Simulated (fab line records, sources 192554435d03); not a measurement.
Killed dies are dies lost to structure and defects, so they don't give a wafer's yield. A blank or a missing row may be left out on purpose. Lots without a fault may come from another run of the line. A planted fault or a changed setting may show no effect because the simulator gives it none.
Split-lot experiment | flow n5_finfet | 7 lots, 21 wafers read, on a route of 1938 steps

THE SPLIT
At N5_BEOL_M5_ETCH_68 (etches SOC in N2/H2, target depth 80 nm, overetch 16 nm, time 120 s), the setting bias_w was moved away from the recipe's 150 W on 5 of the 21 wafers read, by -13.5% to +14.3%. The other wafers ran this setting at the recipe's value.

The reading is taken at the split's own step.

THE READING
rf_vpp_V, in V, at N5_BEOL_M5_ETCH_68 (etches SOC in N2/H2, target depth 80 nm, overetch 16 nm, time 120 s). Fault-free wafers of this fab line usually give 524.0 V, standard deviation 2.3 V.

wafer  | tool, chamber at the split | bias_w as run, W | against the recipe | rf_vpp_V, V | against lot-mates on the recipe
L081.1 | rie_diel-02, 1             | 150              | recipe             | 521.3       | -
L081.2 | rie_diel-02, 0             | 150              | recipe             | 525.8       | -
L081.3 | rie_diel-02, 2             | 150              | recipe             | 526.6       | -
L082.2 | rie_diel-06, 2             | 150              | recipe             | 526.4       | -
L082.4 | rie_diel-06, 0             | 150              | recipe             | 523.0       | -
L082.6 | rie_diel-06, 2             | 150              | recipe             | 526.8       | -
L084.2 | rie_diel-01, 3             | 129.7            | -13.5%             | 477.9       | -46.2
L084.3 | rie_diel-01, 2             | 150              | recipe             | 526.5       | -
L084.6 | rie_diel-01, 0             | 150              | recipe             | 521.7       | -
L087.1 | rie_diel-02, 1             | 150              | recipe             | 521.4       | -
L087.2 | rie_diel-02, 0             | 171.4            | +14.3%             | 571.7       | +49.2
L087.3 | rie_diel-02, 2             | 150              | recipe             | 523.7       | -
L090.2 | rie_diel-02, 1             | 160.8            | +7.2%              | 545.9       | +21.0
L090.3 | rie_diel-02, 2             | 160.8            | +7.2%              | 547.5       | +22.6
L090.5 | rie_diel-02, 0             | 150              | recipe             | 524.9       | -
L092.2 | rie_diel-02, 0             | 150              | recipe             | 524.4       | -
L092.4 | rie_diel-02, 3             | 150              | recipe             | 520.5       | -
L092.6 | rie_diel-02, 0             | 150              | recipe             | 527.1       | -
L091.2 | rie_diel-06, 0             | 150              | recipe             | 522.0       | -
L091.3 | rie_diel-06, 2             | 142.3            | -5.1%              | 508.5       | -15.4
L091.6 | rie_diel-06, 2             | 150              | recipe             | 525.7       | -

THE FIT
A straight line over all 21 wafers: rf_vpp_V changes by +3.31 V for each +1% of bias_w; r = +0.99; the points scatter about the line by 2.1 V.
The same after taking each lot's own level away (the mean of its wafers on the recipe; 21 wafers): +3.33 V for each +1%; r = +0.99; scatter 2.1 V.
On that fit, the largest move of bias_w shifts the reading by 47 V.
The lots' own levels span 522.55 to 525.40 V, that is 1.2 times the standard deviation above.
So the lot-to-lot level changes the slope little: the two slopes agree.
Check: with one of the wafers moved furthest among these (+14.3%) left out of the fit, the line predicts +46.1 V for it against its lot-mates. It came out at +49.2 V against them.
Tool readings at the split's step, against how far the setting was moved: rf_vpp_V r = +0.99.

OTHER SPLITS ON THESE WAFERS
These wafers also went through other splits before the reading. Each is held against what the fit with the lots' levels taken away leaves over:
other split on the same wafers     | wafers away from the commonest value | r with rf_vpp_V (lot level and that fit taken away)
N5_BEOL_M0_SAQP_COAT_08 spin_rpm   | 9                                    | -0.01
N5_BEOL_M0_CUTY_ETCH_63 source_w   | 9                                    | +0.38
N5_BEOL_M1_ETCH_64 time_s          | 7                                    | +0.23
N5_BEOL_M4_EXPOSE_08 dose_mj       | 11                                   | +0.02
N5_BEOL_M4_ETCH_64 time_s          | 12                                   | +0.03
N5_BEOL_M4_TRENCH_ETCH_37 source_w | 9                                    | +0.47

THE WHOLE CHAIN: every reading that the file lists as answering this split, in the file's order
step               | what it does                                                        | reading                                                                          | change (the file's fit)                | r (the file's)
N5_BEOL_M5_ETCH_68 | etches SOC in N2/H2, target depth 80 nm, overetch 16 nm, time 120 s | rf_vpp_V                                                                         | +3.36 V for each +1% of the setting    | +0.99
N5_BEOL_M5_ETCH_68 | etches SOC in N2/H2, target depth 80 nm, overetch 16 nm, time 120 s | SiARC_of_BEOL_M5_COAT_66.thk_nm (the simulator's own value, which no gauge read) | -0.0801 nm for each +1% of the setting | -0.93

THE FILE'S OWN FIT
rf_vpp_V changes by +3.36 V for each +1% of bias_w, r = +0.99.
